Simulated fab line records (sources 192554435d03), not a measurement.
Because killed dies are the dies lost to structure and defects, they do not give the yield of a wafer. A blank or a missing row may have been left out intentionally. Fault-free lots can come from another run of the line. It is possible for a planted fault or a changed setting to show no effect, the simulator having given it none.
Lot-split experiment || flow n5Finfet || 21 wafers read across 7 lots, on a route 1938 steps long

## ABOUT THE SPLIT
At N5_MIM_BOT_SPUTTER_00 (material TiN, target thk 35 nm, time 89.7 s), the setting powerW was moved away from the recipe's 3000 W on 5 of the 21 wafers read, by -11.8% to +12.5%. All remaining wafers had this setting at the recipe value.

The split's own step is where the reading is taken.

## THE READING
TiN_of_MIM_BOT_SPUTTER_00.thkNm (the simulator's own value, which no gauge read), in nm, at N5_MIM_BOT_SPUTTER_00 (material TiN, target thk 35 nm, time 89.7 s). The file does not state a usual value for it. Average 35.2 nm, standard deviation 0.32 nm, over the 16 wafers here run with the recipe.

{"wafer": "L076.1", "tool, chamber at the split": "pvdSputter-02, -", "powerW as run, W": 2646, "against the recipe": "-11.8%", "TiN_of_MIM_BOT_SPUTTER_00.thkNm, nm": 31.2, "against lot-mates on the recipe": -3.8}
{"wafer": "L076.2", "tool, chamber at the split": "pvdSputter-02, -", "powerW as run, W": 2646, "against the recipe": "-11.8%", "TiN_of_MIM_BOT_SPUTTER_00.thkNm, nm": 31.4, "against lot-mates on the recipe": -3.6}
{"wafer": "L076.5", "tool, chamber at the split": "pvdSputter-02, -", "powerW as run, W": 3000, "against the recipe": "recipe", "TiN_of_MIM_BOT_SPUTTER_00.thkNm, nm": 35, "against lot-mates on the recipe": "-"}
{"wafer": "L077.3", "tool, chamber at the split": "pvdSputter-03, -", "powerW as run, W": 3000, "against the recipe": "recipe", "TiN_of_MIM_BOT_SPUTTER_00.thkNm, nm": 35.2, "against lot-mates on the recipe": "-"}
{"wafer": "L077.6", "tool, chamber at the split": "pvdSputter-03, -", "powerW as run, W": 3000, "against the recipe": "recipe", "TiN_of_MIM_BOT_SPUTTER_00.thkNm, nm": 35.2, "against lot-mates on the recipe": "-"}
{"wafer": "L077.4", "tool, chamber at the split": "pvdSputter-03, -", "powerW as run, W": 3000, "against the recipe": "recipe", "TiN_of_MIM_BOT_SPUTTER_00.thkNm, nm": 34.6, "against lot-mates on the recipe": "-"}
{"wafer": "L082.2", "tool, chamber at the split": "pvdSputter-01, -", "powerW as run, W": 3000, "against the recipe": "recipe", "TiN_of_MIM_BOT_SPUTTER_00.thkNm, nm": 35.2, "against lot-mates on the recipe": "-"}
{"wafer": "L082.5", "tool, chamber at the split": "pvdSputter-01, -", "powerW as run, W": 3000, "against the recipe": "recipe", "TiN_of_MIM_BOT_SPUTTER_00.thkNm, nm": 35.2, "against lot-mates on the recipe": "-"}
{"wafer": "L082.4", "tool, chamber at the split": "pvdSputter-01, -", "powerW as run, W": 3151, "against the recipe": "+5.0%", "TiN_of_MIM_BOT_SPUTTER_00.thkNm, nm": 36.8, "against lot-mates on the recipe": "+1.6"}
{"wafer": "L085.1", "tool, chamber at the split": "pvdSputter-03, -", "powerW as run, W": 3000, "against the recipe": "recipe", "TiN_of_MIM_BOT_SPUTTER_00.thkNm, nm": 34.8, "against lot-mates on the recipe": "-"}
{"wafer": "L085.4", "tool, chamber at the split": "pvdSputter-03, -", "powerW as run, W": 3000, "against the recipe": "recipe", "TiN_of_MIM_BOT_SPUTTER_00.thkNm, nm": 35.2, "against lot-mates on the recipe": "-"}
{"wafer": "L085.5", "tool, chamber at the split": "pvdSputter-03, -", "powerW as run, W": 3000, "against the recipe": "recipe", "TiN_of_MIM_BOT_SPUTTER_00.thkNm, nm": 34.6, "against lot-mates on the recipe": "-"}
{"wafer": "L084.1", "tool, chamber at the split": "pvdSputter-03, -", "powerW as run, W": 3281, "against the recipe": "+9.4%", "TiN_of_MIM_BOT_SPUTTER_00.thkNm, nm": 38.4, "against lot-mates on the recipe": "+3.0"}
{"wafer": "L084.3", "tool, chamber at the split": "pvdSputter-03, -", "powerW as run, W": 3000, "against the recipe": "recipe", "TiN_of_MIM_BOT_SPUTTER_00.thkNm, nm": 35.4, "against lot-mates on the recipe": "-"}
{"wafer": "L084.4", "tool, chamber at the split": "pvdSputter-03, -", "powerW as run, W": 3000, "against the recipe": "recipe", "TiN_of_MIM_BOT_SPUTTER_00.thkNm, nm": 35.4, "against lot-mates on the recipe": "-"}
{"wafer": "L097.1", "tool, chamber at the split": "pvdSputter-01, -", "powerW as run, W": 3000, "against the recipe": "recipe", "TiN_of_MIM_BOT_SPUTTER_00.thkNm, nm": 35.6, "against lot-mates on the recipe": "-"}
{"wafer": "L097.3", "tool, chamber at the split": "pvdSputter-01, -", "powerW as run, W": 3000, "against the recipe": "recipe", "TiN_of_MIM_BOT_SPUTTER_00.thkNm, nm": 35.6, "against lot-mates on the recipe": "-"}
{"wafer": "L097.4", "tool, chamber at the split": "pvdSputter-01, -", "powerW as run, W": 3000, "against the recipe": "recipe", "TiN_of_MIM_BOT_SPUTTER_00.thkNm, nm": 35.6, "against lot-mates on the recipe": "-"}
{"wafer": "L096.2", "tool, chamber at the split": "pvdSputter-02, -", "powerW as run, W": 3000, "against the recipe": "recipe", "TiN_of_MIM_BOT_SPUTTER_00.thkNm, nm": 35.2, "against lot-mates on the recipe": "-"}
{"wafer": "L096.5", "tool, chamber at the split": "pvdSputter-02, -", "powerW as run, W": 3375, "against the recipe": "+12.5%", "TiN_of_MIM_BOT_SPUTTER_00.thkNm, nm": 39.6, "against lot-mates on the recipe": "+4.2"}
{"wafer": "L096.6", "tool, chamber at the split": "pvdSputter-02, -", "powerW as run, W": 3000, "against the recipe": "recipe", "TiN_of_MIM_BOT_SPUTTER_00.thkNm, nm": 35.6, "against lot-mates on the recipe": "-"}

THE FIT
A straight line over all 21 wafers: TiN_of_MIM_BOT_SPUTTER_00.thkNm changes by +0.338 nm for each +1% of powerW; r = +0.99; the points scatter about the line by 0.3 nm.
The same after taking each lot's own level away (the mean of its wafers on the recipe; 21 wafers): +0.321 nm for each +1%; r = +0.99; scatter 0.17 nm.
That fit puts the effect of the largest move of powerW on the reading at 4 nm.
From 34.87 to 35.60 nm: that is the span of the lots' own levels, equal to 2.3 times the standard deviation above.
Hence the lot-to-lot level has little effect on the slope; both slopes agree.
Check: +3.95 nm against its lot-mates is what the line predicts for one of the wafers moved furthest among these (+12.5%) when that wafer is left out of the fit. Against them it came out at +4.2 nm.

## OTHER SPLITS APPLIED TO THESE WAFERS
Note: prior to the reading, these wafers also went through further splits. Each is held against what the fit with the lots' levels taken away leaves over:
{"other split on the same wafers": "N5_BEOL_M15_COAT_04 spinRpm", "wafers away from the commonest value": 8, "r with TiN_of_MIM_BOT_SPUTTER_00.thkNm (lot level and that fit taken away)": -0.19}

## FILE'S OWN FIT
TiN_of_MIM_BOT_SPUTTER_00.thkNm changes by +0.324 nm for each +1% of powerW, r = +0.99.
